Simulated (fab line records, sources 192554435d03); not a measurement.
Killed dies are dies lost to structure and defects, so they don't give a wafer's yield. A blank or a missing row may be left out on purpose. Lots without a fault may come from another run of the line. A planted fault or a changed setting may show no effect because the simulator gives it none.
One fault seen from 2 desks | flow n5_finfet | each desk has only its own numbers; what lay behind them comes last

THE METROLOGY DESK
What the gauges read, lot by lot, whatever tool the lot ran on: means of the sampled wafers that have a number. A lot is out of limits, marked OUT, if its mean lies more than 4 standard deviations from the usual mean; the brackets give that distance. Of its 11 readings 7 are shown: those that lie furthest out on some lot.
Columns: A = trench_depth_nm at N5_STI_FIN_REVEAL_FIN_H_MEAS_10, usual 52.1 nm; B = DIBL_N at N5_BEOL_M4_RC_MEAS_101, usual 36.2 mV/V; C = IOFF_N at N5_BEOL_M4_RC_MEAS_101, usual 0.16 nA/um; D = IOFF_P at N5_BEOL_M4_RC_MEAS_101, usual 0.22 nA/um; E = ION_N at N5_BEOL_M4_RC_MEAS_101, usual 675 uA/um; F = SS_P at N5_BEOL_M4_RC_MEAS_101, usual 73.2 mV/dec; G = VT_N at N5_BEOL_M4_RC_MEAS_101, usual 250 mV
lot  | first seen here | A    | B    | C    | D    | E   | F    | G
L515 | day 2 19:30     | 51.5 | 35.3 | 0.15 | 0.24 | 667 | 73.6 | 252
L517 | day 3 07:43     | 51.2 | 36.3 | 0.17 | 0.22 | 678 | 73.6 | 246
L518 | day 3 13:20     | 50.9 | 33.5 | 0.11 | 0.17 | 650 | 72.6 | 256
L519 | day 3 18:50     | 51.3 | 37.9 | 0.17 | 0.24 | 674 | 74.0 | 249
L521 | day 4 09:14     | 52.2 | 37.7 | 0.19 | 0.27 | 682 | 73.3 | 248
L525 | day 5 14:59     | 53.2 | 35.2 | 0.15 | 0.25 | 675 | 72.7 | 250
L527 | day 5 20:16     | 52.5 | 36.2 | 0.15 | 0.22 | 673 | 73.3 | 251
L528 | day 6 01:52     | 51.3 | 38.3 | 0.19 | 0.25 | 687 | 73.9 | 245
L530 | day 6 12:52     | 52.3 | 34.8 | 0.13 | 0.20 | 665 | 72.0 | 252
L532 | day 7 00:23     | 52.5 | 36.8 | 0.16 | 0.20 | 678 | 73.8 | 250
L534 | day 7 14:42     | 51.5 | 36.2 | 0.15 | 0.19 | 670 | 72.8 | 251
This desk's finding: nothing out of limits on any of the 11 lots.

THE TOOL OWNER'S DESK: litho_track-05
The tool's own readings at N5_DUMMY_GATE_COAT_35 (time 60 s, resist thk 10 nm): means of the sampled wafers that have a number, for each lot that ran on this tool. A lot is out of limits, marked OUT, if its mean lies more than 4 standard deviations from the usual mean; the brackets give that distance.
Columns: A = exhaust_pa at N5_DUMMY_GATE_COAT_35, usual 45.1 Pa; B = spin_speed_rpm at N5_DUMMY_GATE_COAT_35, usual 1500.0 rpm
lot  | first seen here | A    | B
L517 | day 3 16:04     | 45.5 | 1500.5
L519 | day 4 03:38     | 45.3 | 1500.5
L525 | day 5 23:43     | 44.4 | 1824.4 (+99 or more) OUT
L528 | day 6 11:32     | 44.8 | 1824.9 (+99 or more) OUT
This desk's finding: out of limits on L525, L528; first on L525, day 5 23:43 (spin_speed_rpm at N5_DUMMY_GATE_COAT_35). In limits: L517, L519.

PUT TOGETHER
The tool owner's desk could have raised an alarm at day 5 23:43, on L525, L528.
The metrology desk saw nothing out of limits.
The metrology desk has L525, L528 on record, within its limits.
Of the lots named, all ran N5_DUMMY_GATE_COAT_35 on litho_track-05.

WHAT THE SIMULATOR HAD PUT IN
Process parameter drift: litho_track-05, from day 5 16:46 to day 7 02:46, at N5_DUMMY_GATE_COAT_35. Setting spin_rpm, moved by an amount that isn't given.
Lots struck among those shown: L525, L528.
Hours from the fault's start to each desk's first reading out of limits: the tool owner's desk, 7.
